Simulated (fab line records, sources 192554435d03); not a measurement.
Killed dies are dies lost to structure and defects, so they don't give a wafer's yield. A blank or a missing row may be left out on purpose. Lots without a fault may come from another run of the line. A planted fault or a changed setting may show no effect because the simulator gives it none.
Chamber matching | flow n5_finfet | N5_MOL_CONTACT_COAG_ALD_133 on ald_sin-02: 4 sister chambers
The step deposits SiO2, target thk 5 nm, pulse time 1 s, co reactant pulse time 1 s. 4 wafers are shown with their chamber, then 8 later ones without.

WAFERS WITH THEIR CHAMBER
wafer  | chamber | heater_power_w (W)
L085.6 | 2       | 70
L087.3 | 0       | 79
L087.4 | 1       | 81
L091.1 | 3       | 75

WAFERS WITHOUT THEIR CHAMBER
wafer  | heater_power_w (W)
L091.3 | 81
L091.6 | 80
L092.3 | 80
L092.4 | 78
L092.5 | 76
L097.1 | 78
L097.2 | 78
L097.4 | 71

WHICH CHAMBER EACH WENT THROUGH
wafer  | from the rows above     | in truth
L091.3 | 1                       | 1
L091.6 | can't be placed: 0 or 1 | 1
L092.3 | can't be placed: 0 or 1 | 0
L092.4 | 0                       | 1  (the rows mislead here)
L092.5 | 3                       | 3
L097.1 | 0                       | 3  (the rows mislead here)
L097.2 | 0                       | 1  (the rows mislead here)
L097.4 | 2                       | 2
Placed correctly: 3 of 8. Can't be placed from these rows: 2 (the true chamber is among the candidates in 2). Placed wrongly: 3.
How it was worked out, from the rows above alone: a wafer's distance from a chamber is the root of the sum, over the readings, of the square of ((its reading less the chamber's mean) divided by the reading's scatter). The wafer belongs to the nearest chamber; if the next one is less than 2 further off, it can't be placed. A chamber's mean is the mean of its shown wafers. The scatter: with one shown wafer a chamber, the root of the mean of the squares of how far each hidden wafer lies from its nearest shown one.
